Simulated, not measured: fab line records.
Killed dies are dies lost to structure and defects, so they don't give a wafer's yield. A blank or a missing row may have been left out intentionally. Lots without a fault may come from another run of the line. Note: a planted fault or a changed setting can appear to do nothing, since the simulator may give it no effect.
Matching of chambers ; flow nandHarc ; 3 sister chambers for NHARC_A_STAIRCASE_DEP_301 on pecvd-04
The step deposits SiON, target thk 30 nm. 14 wafers are shown with their chamber, then 7 later ones without.

EACH WAFER AND ITS CHAMBER
wafer;chamber;heaterPowerW (W);heaterPowerOuterW (W)
L083.2;0;724;451
L083.4;1;838;488
L083.5;0;735;453
L087.1;2;611;356
L087.4;1;743;436
L087.5;2;600;367
L088.3;1;870;533
L088.4;1;899;545
L088.5;2;549;317
L089.1;2;648;387
L089.4;0;698;441
L089.5;2;657;384
L092.2;2;624;363
L092.3;0;720;443

SIGNATURES (averages over the wafers above)
reading;chamber 0;chamber 1;chamber 2;scatter within a chamber
heaterPowerW;719.25;837.50;614.83;44.7
heaterPowerOuterW;447.00;500.50;362.33;31.1
Rule: for a wafer and a chamber, the distance is found by dividing, reading by reading, the gap between the wafer's reading and the chamber's mean by the reading's scatter, squaring, summing and taking the root. The wafer belongs to the nearest chamber; if the next one is less than 2 further off, it can't be placed. The scatter is the square root of a quotient: the sum, over the shown wafers, of each reading's squared deviation from its chamber's mean, divided by wafers minus chambers.

WAFERS WITH NO CHAMBER GIVEN
wafer;heaterPowerW (W);heaterPowerOuterW (W)
L092.6;615;363
L093.2;671;390
L093.3;826;495
L093.4;839;507
L097.3;968;580
L097.4;686;407
L097.6;941;591

WHICH CHAMBER EACH WENT THROUGH
wafer;from the rows above;in truth
L092.6;2;2
L093.2;can't be placed: 2 or 0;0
L093.3;1;1
L093.4;1;1
L097.3;1;1
L097.4;can't be placed: 0 or 2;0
L097.6;1;1
Correctly placed: 5 of 7. Can't be placed from these rows: 2 (the true chamber is among the candidates in 2). Wrongly placed: 0.
